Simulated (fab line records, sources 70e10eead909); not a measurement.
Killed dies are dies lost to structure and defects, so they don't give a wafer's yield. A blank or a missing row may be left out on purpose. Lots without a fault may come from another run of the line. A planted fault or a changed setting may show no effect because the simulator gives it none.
One fault seen from 2 desks | flow nand_harc | each desk has only its own numbers; what lay behind them comes last

THE TOOL OWNER'S DESK: ald_hk-04
The tool's own readings at NHARC_A_CHANNEL_FILL_D2_ALD_16 (deposits SiO2, target thk 1.5 nm, pulse time 10 s, ald cycles 15): means of the sampled wafers that have a number, for each lot that ran on this tool. A lot is out of limits, marked OUT, if its mean lies more than 4 standard deviations from the usual mean; the brackets give that distance.
Columns: A = heater_power_w at NHARC_A_CHANNEL_FILL_D2_ALD_16, usual 491 W; B = precursor_pulse_height_rel at NHARC_A_CHANNEL_FILL_D2_ALD_16, usual 1.002; C = susceptor_temp_C at NHARC_A_CHANNEL_FILL_D2_ALD_16, usual 300.00 C
lot  | first seen here | A   | B     | C
L451 | day 14 14:23    | 488 | 0.982 | -
L459 | day 17 17:21    | 525 | 1.015 | 299.96
L461 | day 18 13:43    | 509 | 0.987 | 300.11
L463 | day 20 06:16    | 521 | 1.000 | 300.01
L471 | day 22 19:17    | 454 | 0.984 | 300.31
L473 | day 23 12:02    | 490 | 1.002 | 299.94
L472 | day 23 15:51    | 451 | 1.013 | -
This desk's finding: nothing out of limits on any of the 7 lots.

THE DEFECT DESK
What the inspections along the route counted, lot by lot: means of the sampled wafers that have a number. A lot is out of limits, marked OUT, if its mean lies more than 4 standard deviations from the usual mean; the brackets give that distance.
Columns: A = raw_defect_count at NHARC_A_CHANNEL_HOLE_D2_INSPECT_40, usual 273
lot  | first seen here | A
L451 | day 14 02:01    | 334
L452 | day 14 18:20    | 323
L454 | day 15 05:36    | 276
L456 | day 15 22:11    | 251
L457 | day 16 16:02    | 310
L459 | day 17 04:53    | 314
L458 | day 17 09:02    | 285
L461 | day 18 00:44    | 212
L462 | day 18 03:13    | 237
L463 | day 19 18:31    | 393
L471 | day 22 06:47    | 193
L473 | day 22 23:35    | 426
L472 | day 23 03:19    | 254
This desk's finding: nothing out of limits on any of the 13 lots.

PUT TOGETHER
The tool owner's desk saw nothing out of limits.
The defect desk saw nothing out of limits.

WHAT THE SIMULATOR HAD PUT IN
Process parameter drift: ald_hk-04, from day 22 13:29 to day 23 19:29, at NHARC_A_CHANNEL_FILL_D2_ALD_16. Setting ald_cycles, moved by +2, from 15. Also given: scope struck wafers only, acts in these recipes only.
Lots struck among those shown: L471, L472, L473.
